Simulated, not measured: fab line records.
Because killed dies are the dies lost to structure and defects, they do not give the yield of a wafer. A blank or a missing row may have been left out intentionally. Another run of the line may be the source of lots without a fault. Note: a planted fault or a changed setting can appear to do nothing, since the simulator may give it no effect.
Which tool is to blame?	flow n5 finfet	24 lots, 72 wafers sampled, at 4 steps of a route of 1938

## WHAT THE GAUGES READ, wafer by wafer
N5_BEOL_M1_CD_MEAS_11: target cd 17.05 nm. Usual: cd nm at 17.01 nm, with a standard deviation of 0.28.
lot	measured	on	cd nm (nm)	flag
L074	day 6 14:14	cd sem-01	17.08 16.95 16.88	
L076	day 6 19:26	cd sem-02	17.34 17.23 17.23	
L077	day 7 08:14	cd sem-02	17.03 16.88 17.30	
L075	day 7 11:08	cd sem-02	17.05 16.80 16.45	
L078	day 7 15:14	cd sem-01	16.86 16.89 17.34	
L079	day 7 16:35	cd sem-02	16.86 16.65 16.57	
L080	day 7 20:43	cd sem-02	16.99 16.98 17.12	
L081	day 8 01:59	cd sem-02	16.91 16.81 16.91	
L082	day 8 06:32	cd sem-02	17.23 16.51 16.74	
L083	day 8 11:49	cd sem-01	16.57 17.02 17.07	
L084	day 8 21:46	cd sem-03	17.01 17.19 17.24	
L085	day 9 03:04	cd sem-02	16.37 16.83 17.10	
L086	day 9 04:43	cd sem-03	17.21 17.57 16.71	
L087	day 9 10:22	cd sem-03	16.94 16.80 16.69	
L088	day 9 13:59	cd sem-02	17.09 16.91 16.92	
L089	day 10 04:53	cd sem-01	16.71 16.56 16.47	
L090	day 10 08:41	cd sem-02	17.32 17.41 17.60	
L091	day 10 13:07	cd sem-03	17.27 17.18 17.25	
L092	day 10 17:19	cd sem-03	17.33 17.05 16.89	
L093	day 10 21:26	cd sem-01	16.81 16.94 16.87	
L094	day 11 04:01	cd sem-01	17.04 17.18 17.14	
L095	day 11 11:14	cd sem-02	17.52 17.24 17.28	
L096	day 11 18:50	cd sem-01	17.28 17.09 17.27	
L097	day 12 01:47	cd sem-03	17.57 16.91 17.35	

N5_BEOL_M2_CD_MEAS_18: pitch 36 nm, target cd 18 nm. Usual: cd nm at 18.2 nm, with a standard deviation of 0.42.
lot	measured	on	cd nm (nm)	flag
L074	day 7 03:19	cd sem-03	18.1 17.8 18.4	
L076	day 7 09:15	cd sem-02	19.1 18.7 17.9	
L077	day 8 03:38	cd sem-02	18.4 18.6 18.2	
L075	day 8 06:49	cd sem-01	17.9 18.3 17.9	
L078	day 8 03:44	cd sem-02	18.1 17.6 17.9	
L079	day 8 07:15	cd sem-03	17.4 18.3 18.6	
L080	day 8 12:49	cd sem-03	17.9 17.7 17.8	
L081	day 8 19:07	cd sem-01	17.6 17.9 18.6	
L082	day 8 19:31	cd sem-02	18.3 18.3 18.3	
L083	day 8 20:30	cd sem-02	17.5 18.1 18.0	
L084	day 9 15:11	cd sem-03	17.4 18.7 18.8	
L085	day 9 11:52	cd sem-03	17.8 18.1 18.0	
L086	day 9 21:09	cd sem-01	18.7 17.8 18.2	
L087	day 10 05:09	cd sem-03	18.1 19.0 18.8	
L088	day 10 13:05	cd sem-02	17.9 18.7 18.3	
L089	day 10 13:13	cd sem-03	18.6 17.7 17.5	
L090	day 10 20:56	cd sem-01	18.1 18.4 18.4	
L091	day 10 22:37	cd sem-01	18.0 17.8 17.7	
L092	day 11 04:05	cd sem-03	18.3 17.8 18.7	
L093	day 11 05:34	cd sem-03	18.5 18.3 18.2	
L094	day 11 19:07	cd sem-01	17.1 17.9 18.1	
L095	day 12 01:19	cd sem-03	18.2 18.1 18.4	
L096	day 12 09:36	cd sem-03	18.0 18.6 18.1	
L097	day 12 10:31	cd sem-02	18.3 18.9 18.4	

## EACH LOT AND THE TOOL THAT RAN IT (in order: tool; ch and the chambers of the sampled wafers; start)
lot	N5_BEOL_M1_STRIP_36	N5_BEOL_M1_SPUTTER_81
L074	rie diel-03 ch 0,3, day 6 19:26	pvd sputter-01, day 6 22:27
L076	rie diel-02 ch 0,2,3, day 7 01:25	pvd sputter-02, day 7 03:19
L077	rie diel-02 ch 0,3, day 7 21:18	pvd sputter-01, day 7 23:19
L075	rie diel-06 ch 1,2, day 7 21:26	pvd sputter-02, day 8 01:02
L078	rie diel-03 ch 1,2, day 7 21:20	pvd sputter-03, day 7 23:20
L079	rie diel-03 ch 0,1,3, day 8 00:44	pvd sputter-02, day 8 02:52
L080	rie diel-02 ch 1,2, day 8 02:09	pvd sputter-02, day 8 04:43
L081	rie diel-02 ch 2,3, day 8 11:07	pvd sputter-01, day 8 12:49
L082	rie diel-03 ch 1,3, day 8 11:08	pvd sputter-03, day 8 13:01
L083	rie diel-03 ch 2,3, day 8 14:23	pvd sputter-03, day 8 16:13
L084	rie diel-03 ch 1,3, day 9 05:50	pvd sputter-01, day 9 09:29
L085	rie diel-02 ch 1,3, day 9 05:48	pvd sputter-01, day 9 07:38
L086	rie diel-02 ch 0,1,2, day 9 14:30	pvd sputter-01, day 9 16:41
L087	rie diel-06 ch 0,3, day 9 19:22	pvd sputter-02, day 9 23:05
L088	rie diel-02 ch 0,1,3, day 10 06:42	pvd sputter-01, day 10 08:37
L089	rie diel-06 ch 0,1,2, day 10 07:09	pvd sputter-03, day 10 09:05
L090	rie diel-06 ch 0,1,3, day 10 11:37	pvd sputter-03, day 10 14:50
L091	rie diel-02 ch 0,2, day 10 15:52	pvd sputter-01, day 10 18:20
L092	rie diel-06 ch 1,2,3, day 10 20:29	pvd sputter-03, day 10 22:44
L093	rie diel-02 ch 0,2,3, day 10 23:35	pvd sputter-01, day 11 01:29
L094	rie diel-03 ch 0,1,3, day 11 12:38	pvd sputter-01, day 11 14:44
L095	rie diel-02 ch 2,3, day 11 18:45	pvd sputter-01, day 11 20:35
L096	rie diel-06 ch 0,3, day 12 01:12	pvd sputter-02, day 12 04:19
L097	rie diel-02 ch 0,3, day 12 04:44	pvd sputter-03, day 12 06:50
- N5_BEOL_M1_STRIP_36: strips in N2/H2.
- N5_BEOL_M1_SPUTTER_81: material Cu, target thk 4.5 nm, time 8.29 s.

## AS READ BY THE TOOLS THEMSELVES (means over the sampled wafers that have a number; for cases with no such wafer, the mark the record gives instead)
N5_BEOL_M1_STRIP_36. Usual: drypump motor current A 5.7 A, standard deviation 0.41; oes product au 0.78 a.u., standard deviation 0.084; rf vpp V 59.0 V, standard deviation 1.4; showerhead plenum p Torr 2.52 Torr, standard deviation 0.1; throttle valve pct 23.5 %, standard deviation 0.33.
lot	tool	drypump motor current A (A)	oes product au (a.u.)	rf vpp V (V)	showerhead plenum p Torr (Torr)	throttle valve pct (%)	flag
L074	rie diel-03	6.0	0.73	58.4	2.52	23.4	
L076	rie diel-02	5.7	0.82	60.3	2.53	23.5	
L077	rie diel-02	5.7	0.86	59.1	2.53	23.4	
L075	rie diel-06	5.7	0.74	59.0	2.57	23.3	
L078	rie diel-03	6.0	0.72	59.1	2.49	23.5	
L079	rie diel-03	5.9	0.72	59.0	2.55	23.5	
L080	rie diel-02	5.2	0.75	59.6	2.50	23.9	
L081	rie diel-02	5.5	0.81	59.4	2.61	23.5	
L082	rie diel-03	6.3	0.74	57.7	2.57	23.3	
L083	rie diel-03	6.3	0.74	58.9	2.50	23.3	
L084	rie diel-03	6.3	0.73	61.2	2.56	23.3	
L085	rie diel-02	5.0	0.79	58.5	2.58	23.8	
L086	rie diel-02	5.5	0.76	59.6	2.47	23.7	
L087	rie diel-06	5.5	0.96	59.6	2.64	23.7	
L088	rie diel-02	5.3	0.80	58.7	2.55	23.6	
L089	rie diel-06	5.7	0.80	58.6	2.51	23.3	
L090	rie diel-06	5.6	0.89	57.3	2.54	23.6	
L091	rie diel-02	5.8	0.73	58.2	2.43	23.7	
L092	rie diel-06	5.6	0.81	58.4	2.59	23.7	
L093	rie diel-02	5.7	0.76	58.0	2.52	23.5	
L094	rie diel-03	5.8	0.78	57.4	2.54	23.4	
L095	rie diel-02	5.7	0.72	59.4	2.51	23.7	
L096	rie diel-06	5.6	0.91	60.1	2.55	23.3	
L097	rie diel-02	5.5	0.80	60.0	2.60	23.4	

N5_BEOL_M1_SPUTTER_81. Usual: throttle valve pct at 30.2 %, with a standard deviation of 1.3.
lot	tool	throttle valve pct (%)	flag
L074	pvd sputter-01	31.9	
L076	pvd sputter-02	29.6	
L077	pvd sputter-01	30.1	
L075	pvd sputter-02	29.6	
L078	pvd sputter-03	28.6	
L079	pvd sputter-02	30.1	
L080	pvd sputter-02	30.5	
L081	pvd sputter-01	29.3	
L082	pvd sputter-03	30.8	
L083	pvd sputter-03	29.7	
L084	pvd sputter-01	29.8	
L085	pvd sputter-01	31.6	
L086	pvd sputter-01	30.8	
L087	pvd sputter-02	30.4	
L088	pvd sputter-01	30.6	
L089	pvd sputter-03	30.2	
L090	pvd sputter-03	30.2	
L091	pvd sputter-01	30.1	
L092	pvd sputter-03	28.8	
L093	pvd sputter-01	30.2	
L094	pvd sputter-01	30.0	
L095	pvd sputter-01	30.7	
L096	pvd sputter-02	30.0	
L097	pvd sputter-03	29.9	

## THE ANSWER, worked out from the rows above alone
Rule: take the mean of a lot's wafers that have a number; if it is more than 3 standard deviations from the usual mean, the lot is off. A lot without any number at a reading at which 4 lots or more have one is off too. Any other lot the step has rows for is counted as sound. First the gauges in route order, then the tools' own readings, where a lot's mean is used as printed above. The first step at which some lot is off is used, and at that step the reading that is off furthest; a lot without a number counts as furthest.
No lot is off at any reading shown: from this, nothing can be told.

## WHAT THE SIMULATOR HAD INSERTED
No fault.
